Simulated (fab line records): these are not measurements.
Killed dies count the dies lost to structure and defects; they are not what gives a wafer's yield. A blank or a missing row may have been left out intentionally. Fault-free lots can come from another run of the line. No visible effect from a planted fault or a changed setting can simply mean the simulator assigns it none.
What tool caused it? -- flow nand_harc -- 36 wafers from 12 lots sampled at 7 of the route's 1302 steps

## WHAT THE GAUGES SHOWED, per wafer
NHARC_P_BONDPAD_INSPECT_23.
lot,measured,on,raw_defect_count
L130,day 6 21:20,defect_inspect-02,484 307 444
L131,day 7 00:31,defect_inspect-01,368 272 274
L132,day 7 12:26,defect_inspect-02,232 354 436
L135,day 8 16:40,defect_inspect-01,284 253 370
L136,day 9 10:04,defect_inspect-02,333 351 448
L145,day 12 20:44,defect_inspect-02,190 160 477
L144,day 12 23:20,defect_inspect-01,385 324 211
L147,day 13 19:00,defect_inspect-02,182 182 201
L149,day 14 14:34,defect_inspect-01,246 504 435
L150,day 15 06:05,defect_inspect-01,449 372 611
L151,day 15 09:37,defect_inspect-01,285 323 249
L153,day 16 09:25,defect_inspect-01,336 345 490

NHARC_A_ZERO_WELL_INSPECT_17.
lot,measured,on,raw_defect_count
L130,day 7 00:05,defect_inspect-01,6 6 5
L131,day 7 03:17,defect_inspect-01,5 8 8
L132,day 7 15:14,defect_inspect-02,15 7 9
L135,day 8 19:27,defect_inspect-02,15 6 5
L136,day 9 12:58,defect_inspect-01,13 17 730
L145,day 12 23:32,defect_inspect-02,6 5 3
L144,day 13 01:59,defect_inspect-01,2 6 14
L147,day 13 21:46,defect_inspect-02,11 5 26
L149,day 14 17:19,defect_inspect-01,7 9 15
L150,day 15 08:44,defect_inspect-02,10 9 12
L151,day 15 12:23,defect_inspect-01,13 19 6
L153,day 16 12:11,defect_inspect-01,9 14 3

NHARC_A_SOURCE_PLATE_THK_MEAS_09: measures by ellipsometry.
lot,measured,on,thk_nm (nm)
L130,day 7 07:17,film_metro-02,10.9 8.0 10.4
L131,day 7 11:02,film_metro-01,9.3 7.7 9.2
L132,day 7 22:02,film_metro-01,9.9 9.1 9.7
L135,day 9 02:46,film_metro-01,9.8 9.4 10.6
L136,day 9 20:19,film_metro-01,10.2 10.8 10.7
L145,day 13 06:53,film_metro-01,9.8 7.4 9.2
L144,day 13 06:53,film_metro-02,10.3 11.2 7.7
L147,day 14 02:25,film_metro-01,11.8 11.0 9.7
L149,day 15 01:07,film_metro-01,10.8 9.5 9.8
L150,day 15 16:05,film_metro-01,8.6 9.5 9.6
L151,day 15 19:09,film_metro-01,8.0 9.8 9.5
L153,day 16 19:43,film_metro-01,10.0 8.5 7.6

NHARC_A_SOURCE_PLATE_INSPECT_08.
lot,measured,on,raw_defect_count
L130,day 7 20:18,defect_inspect-02,61 90 49
L131,day 8 01:39,defect_inspect-01,73 44 51
L132,day 8 10:49,defect_inspect-01,47 77 47
L135,day 9 17:07,defect_inspect-01,82 53 42
L136,day 10 09:31,defect_inspect-01,39 49 791
L145,day 13 19:22,defect_inspect-02,22 27 24
L144,day 13 19:22,defect_inspect-01,47 24 56
L147,day 14 15:31,defect_inspect-01,47 34 44
L149,day 15 14:07,defect_inspect-02,33 53 48
L150,day 16 05:09,defect_inspect-01,32 34 40
L151,day 16 08:47,defect_inspect-02,29 58 37
L153,day 17 09:20,defect_inspect-01,39 66 33

NHARC_END_SORT_01.
lot,measured,on,killed_at_array,killed_at_other,killed_at_periphery,killed_dies,killed_open,killed_short
L136,day 28 00:06,prober-01,78 73 122,0 1 0,4 3 2,82 77 124,6 3 3,2 2 6

## TOOL THAT RAN EACH LOT (tool first, then ch and the chambers of the sampled wafers, then the start)
lot,NHARC_P_BONDPAD_ANNEAL_28,NHARC_A_ZERO_WELL_ETCH_13
L130,"rtp_anneal-02 ch 0, day 6 20:27","rie_si-06 ch 0,1,3, day 6 23:01"
L131,"rtp_anneal-01 ch 0, day 6 23:37","rie_si-01 ch 0,1,3, day 7 02:11"
L132,"rtp_anneal-02 ch 0, day 7 11:32","rie_si-03 ch 0,1,3, day 7 14:05"
L135,"rtp_anneal-02 ch 0, day 8 15:54","rie_si-06 ch 0,2, day 8 18:22"
L136,"rtp_anneal-02 ch 0, day 9 09:14","rie_si-06 ch 0,3, day 9 11:49"
L145,"rtp_anneal-01 ch 0, day 12 19:54","rie_si-06 ch 1,3, day 12 22:27"
L144,"rtp_anneal-01 ch 0, day 12 22:31","rie_si-03 ch 0,1,2, day 13 00:55"
L147,"rtp_anneal-01 ch 0, day 13 18:11","rie_si-03 ch 0,2,3, day 13 20:41"
L149,"rtp_anneal-02 ch 0, day 14 13:48","rie_si-06 ch 1,2,3, day 14 16:16"
L150,"rtp_anneal-01 ch 0, day 15 05:11","rie_si-01 ch 0,1,3, day 15 07:40"
L151,"rtp_anneal-01 ch 0, day 15 08:45","rie_si-01 ch 0,1,3, day 15 11:18"
L153,"rtp_anneal-02 ch 0, day 16 08:32","rie_si-03 ch 0,1,2, day 16 11:06"
- NHARC_P_BONDPAD_ANNEAL_28: time 90 s.
- NHARC_A_ZERO_WELL_ETCH_13: etches the open film in HBr/Cl2, target depth 120 nm, time 40.1 s.

## AS READ BY THE TOOLS THEMSELVES (means over the sampled wafers that have a number; for cases with no such wafer, the mark the record gives instead)
NHARC_P_BONDPAD_ANNEAL_28.
lot,tool,wafer_temp_C_max
L130,rtp_anneal-02,225.9
L131,rtp_anneal-01,226.7
L132,rtp_anneal-02,226.1
L135,rtp_anneal-02,226.1
L136,rtp_anneal-02,226.1
L145,rtp_anneal-01,226.5
L144,rtp_anneal-01,226.9
L147,rtp_anneal-01,226.8
L149,rtp_anneal-02,226.1
L150,rtp_anneal-01,227.5
L151,rtp_anneal-01,226.7
L153,rtp_anneal-02,226.0

NHARC_A_ZERO_WELL_ETCH_13.
lot,tool,drypump_motor_current_A (A),oes_product_au (a.u.),throttle_valve_pct (%)
L130,rie_si-06,5.7,1.007,26.416
L131,rie_si-01,6.1,0.999,26.407
L132,rie_si-03,5.2,0.989,26.405
L135,rie_si-06,5.7,0.991,26.406
L136,rie_si-06,5.5,0.998,26.403
L145,rie_si-06,5.6,0.997,26.403
L144,rie_si-03,5.3,0.998,26.395
L147,rie_si-03,5.3,0.994,26.411
L149,rie_si-06,5.5,0.993,26.401
L150,rie_si-01,6.1,1.000,26.407
L151,rie_si-01,6.1,1.000,26.410
L153,rie_si-03,5.3,0.994,26.404

## THE ANSWER, worked out from the rows above alone
Rule: the lots themselves supply what counts as usual. The widest of any qualifying gaps counts: lots, ordered by their means at a reading, are off when they make up no more than a third of the lots, leave a main group of 4 or more, and stand apart from it by 3 or more times the standard deviation of that group's means. The tables above print the reading to a certain number of digits; a main group whose means all agree to those digits is not used. A lot without any number at a reading at which 4 lots or more have one is off too. Where the step has rows for the other lots, those lots are counted as sound. After the gauges, taken in route order, come the tools' own readings; for these a lot's mean is taken, as printed above. At the first step where some lot is off, the reading lying furthest off is the one used; lots without a number count as furthest.
Off, at NHARC_A_ZERO_WELL_INSPECT_17 on raw_defect_count: L136. The main group has a mean of 9 with a standard deviation of 2.7.
A tool fits if, at a process step before that reading, it ran every lot that is off, and no sound lot after the first of them. Gauges at NHARC_A_ZERO_WELL_INSPECT_17: tried the same way as those tools. None of those tried fits.

## WHAT HAD BEEN PUT IN BY THE SIMULATOR
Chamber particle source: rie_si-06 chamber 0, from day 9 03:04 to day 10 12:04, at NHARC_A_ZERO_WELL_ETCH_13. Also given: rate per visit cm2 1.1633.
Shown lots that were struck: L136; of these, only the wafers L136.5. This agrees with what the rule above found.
